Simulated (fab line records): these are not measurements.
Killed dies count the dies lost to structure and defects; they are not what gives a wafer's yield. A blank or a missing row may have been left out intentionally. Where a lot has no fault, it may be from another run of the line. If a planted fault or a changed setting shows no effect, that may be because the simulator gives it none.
Matching of chambers	flow nand-harc	cmp-03 running NHARC_A_CONTACT_CMP_20: 4 sister chambers
The step polishes, t overpolish 30 s, target thk 300 nm. 4 wafers are shown with their chamber, then 10 later ones without.

## WAFERS, EACH WITH ITS CHAMBER
wafer	chamber	motor-current-A (A)
L086.1	1	11.6
L086.2	3	14.1
L092.2	0	10.7
L092.3	2	12.9

## WAFERS WHOSE CHAMBER IS MISSING
wafer	motor-current-A (A)
L092.6	10.7
L093.2	10.5
L093.3	11.5
L093.4	14.0
L094.4	14.1
L094.5	12.9
L094.6	13.8
L096.3	12.9
L096.4	11.7
L096.5	12.8

## CHAMBER TAKEN BY EACH
wafer	from the rows above	in truth
L092.6	0	0
L093.2	0	0
L093.3	1	1
L093.4	3	3
L094.4	3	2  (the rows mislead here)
L094.5	2	2
L094.6	3	3
L096.3	2	2
L096.4	1	1
L096.5	2	2
Placed correctly: 9 of 10. Left unplaced by these rows: 0. Placed wrongly: 1.
How it was worked out, from the rows above alone: a wafer's distance from a chamber is the root of the sum, over the readings, of the square of ((its reading less the chamber's mean) divided by the reading's scatter). If the next closest chamber is less than 2 further off than the closest, the wafer can't be placed; otherwise it belongs to the closest. Each chamber's mean is taken over the wafers shown for it. The scatter (one wafer shown for each chamber): square how far every hidden wafer sits from the nearest shown wafer, average those squares and take the square root.
